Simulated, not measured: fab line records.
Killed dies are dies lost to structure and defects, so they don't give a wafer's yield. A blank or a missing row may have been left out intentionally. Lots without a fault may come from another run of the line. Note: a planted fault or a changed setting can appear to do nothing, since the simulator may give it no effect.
Chamber matching || flow n5Finfet || 4 sister chambers for N5_BEOL_M0_SAQP_SPACER1_ETCHBACK_99 on rieDiel-05
The step etches SiO2 in CHF3/O2, target depth 15.4 nm, time 7.7 s. 8 wafers are shown with their chamber, then 10 later ones without.

== WAFERS PAIRED WITH THEIR CHAMBERS ==
{"wafer": "L081.2", "chamber": 2, "drypumpMotorCurrentA (A)": 5.4, "showerheadPlenumPTorr (Torr)": 2.53}
{"wafer": "L086.3", "chamber": 0, "drypumpMotorCurrentA (A)": 6.3, "showerheadPlenumPTorr (Torr)": 2.35}
{"wafer": "L086.5", "chamber": 1, "drypumpMotorCurrentA (A)": 5.3, "showerheadPlenumPTorr (Torr)": 2.55}
{"wafer": "L088.2", "chamber": 1, "drypumpMotorCurrentA (A)": 5.3, "showerheadPlenumPTorr (Torr)": 2.54}
{"wafer": "L088.3", "chamber": 3, "drypumpMotorCurrentA (A)": 5.3, "showerheadPlenumPTorr (Torr)": 2.38}
{"wafer": "L088.5", "chamber": 2, "drypumpMotorCurrentA (A)": 5.4, "showerheadPlenumPTorr (Torr)": 2.53}
{"wafer": "L091.3", "chamber": 0, "drypumpMotorCurrentA (A)": 6.4, "showerheadPlenumPTorr (Torr)": 2.35}
{"wafer": "L091.4", "chamber": 3, "drypumpMotorCurrentA (A)": 5.3, "showerheadPlenumPTorr (Torr)": 2.38}

== WAFERS WHOSE CHAMBER IS MISSING ==
{"wafer": "L091.6", "drypumpMotorCurrentA (A)": 5.3, "showerheadPlenumPTorr (Torr)": 2.54}
{"wafer": "L093.1", "drypumpMotorCurrentA (A)": 5.3, "showerheadPlenumPTorr (Torr)": 2.54}
{"wafer": "L093.4", "drypumpMotorCurrentA (A)": 5.3, "showerheadPlenumPTorr (Torr)": 2.38}
{"wafer": "L093.6", "drypumpMotorCurrentA (A)": 5.4, "showerheadPlenumPTorr (Torr)": 2.53}
{"wafer": "L095.1", "drypumpMotorCurrentA (A)": 5.4, "showerheadPlenumPTorr (Torr)": 2.52}
{"wafer": "L095.2", "drypumpMotorCurrentA (A)": 5.3, "showerheadPlenumPTorr (Torr)": 2.54}
{"wafer": "L095.3", "drypumpMotorCurrentA (A)": 5.3, "showerheadPlenumPTorr (Torr)": 2.38}
{"wafer": "L096.1", "drypumpMotorCurrentA (A)": 5.4, "showerheadPlenumPTorr (Torr)": 2.54}
{"wafer": "L096.3", "drypumpMotorCurrentA (A)": 5.3, "showerheadPlenumPTorr (Torr)": 2.38}
{"wafer": "L096.4", "drypumpMotorCurrentA (A)": 5.5, "showerheadPlenumPTorr (Torr)": 2.52}

== WHICH CHAMBER EACH ONE RAN IN ==
{"wafer": "L091.6", "from the rows above": 1, "in truth": 1}
{"wafer": "L093.1", "from the rows above": 1, "in truth": 1}
{"wafer": "L093.4", "from the rows above": 3, "in truth": 3}
{"wafer": "L093.6", "from the rows above": 2, "in truth": 2}
{"wafer": "L095.1", "from the rows above": 2, "in truth": 2}
{"wafer": "L095.2", "from the rows above": 1, "in truth": 1}
{"wafer": "L095.3", "from the rows above": 3, "in truth": 3}
{"wafer": "L096.1", "from the rows above": "can't be placed: 2 or 1", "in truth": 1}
{"wafer": "L096.3", "from the rows above": 3, "in truth": 3}
{"wafer": "L096.4", "from the rows above": 2, "in truth": 2}
9 of 10 placed correctly. Unplaceable from these rows: 1, with the true chamber sitting among the candidates in 1. Placed wrongly: 0.
How it was worked out, from the rows above alone: a wafer's distance from a chamber is the root of the sum, over the readings, of the square of ((its reading less the chamber's mean) divided by the reading's scatter). If the next closest chamber is less than 2 further off than the closest, the wafer can't be placed; otherwise it belongs to the closest. A chamber's mean is the mean of its shown wafers. How the scatter is found: for the shown wafers, subtract from each reading the mean of its chamber, square and add these, divide the total by (wafers less chambers), then take the root.
